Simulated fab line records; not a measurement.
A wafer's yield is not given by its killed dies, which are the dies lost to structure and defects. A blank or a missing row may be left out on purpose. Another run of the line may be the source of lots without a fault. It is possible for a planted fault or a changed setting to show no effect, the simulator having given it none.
The tool behind it: which one?    flow nand harc    6 lots with 18 wafers sampled at 3 steps, on a route of 1302 steps

WHAT THE GAUGES SHOWED, per wafer
NHARC_P_GATE_CD_MEAS_91 targets a cd of 2000 nm.
lot   measured      on         cd nm (nm)
L389  day 6 21:07   cd sem-03  1999.4 2001.8 1998.8
L391  day 7 05:34   cd sem-01  1999.2 2000.7 2001.3
L397  day 9 17:11   cd sem-01  2000.4 2002.1 1999.3
L405  day 13 08:19  cd sem-01  1998.7 1997.9 2001.8
L408  day 14 22:01  cd sem-01  2002.6 1998.5 1997.9
L410  day 15 16:28  cd sem-01  2000.8 2002.3 1999.1

TOOL THAT RAN EACH LOT (tool first, then ch and the chambers of the sampled wafers, then the start)
lot   NHARC_P_GATE_DESCUM_48              NHARC_P_GATE_STRIP_76
L389  rie diel-05 ch 0,1,2, day 6 17:50   plasma asher-01 ch 0,1, day 6 20:11
L391  rie diel-05 ch 0,1,3, day 7 02:07   plasma asher-01 ch 0,1, day 7 04:40
L397  rie diel-07 ch 1,2,3, day 9 14:06   plasma asher-01 ch 0,1, day 9 16:25
L405  rie diel-08 ch 0,2,3, day 13 04:03  plasma asher-01 ch 0,1, day 13 06:26
L408  rie diel-05 ch 0,2,3, day 14 18:55  plasma asher-01 ch 0,1, day 14 21:14
L410  rie diel-07 ch 1,3, day 15 13:10    plasma asher-02 ch 0,1, day 15 15:32
- NHARC_P_GATE_DESCUM_48: chemistry O2, time 3 s.
- NHARC_P_GATE_STRIP_76: strips in O2.

THE ANSWER, worked out from the rows above alone
Rule: the lots themselves supply what counts as usual. The widest of any qualifying gaps counts: lots, ordered by their means at a reading, are off when they make up no more than a third of the lots, leave a main group of 4 or more, and stand apart from it by 3 or more times the standard deviation of that group's means. A main group is skipped when, at the precision printed for the reading in the tables above, its means are all equal. A lot without any number at a reading at which 4 lots or more have one is off too. Any other lot the step has rows for is counted as sound.
Across all readings shown, no lot is off: no conclusion can be drawn from this.

WHAT THE SIMULATOR PUT IN
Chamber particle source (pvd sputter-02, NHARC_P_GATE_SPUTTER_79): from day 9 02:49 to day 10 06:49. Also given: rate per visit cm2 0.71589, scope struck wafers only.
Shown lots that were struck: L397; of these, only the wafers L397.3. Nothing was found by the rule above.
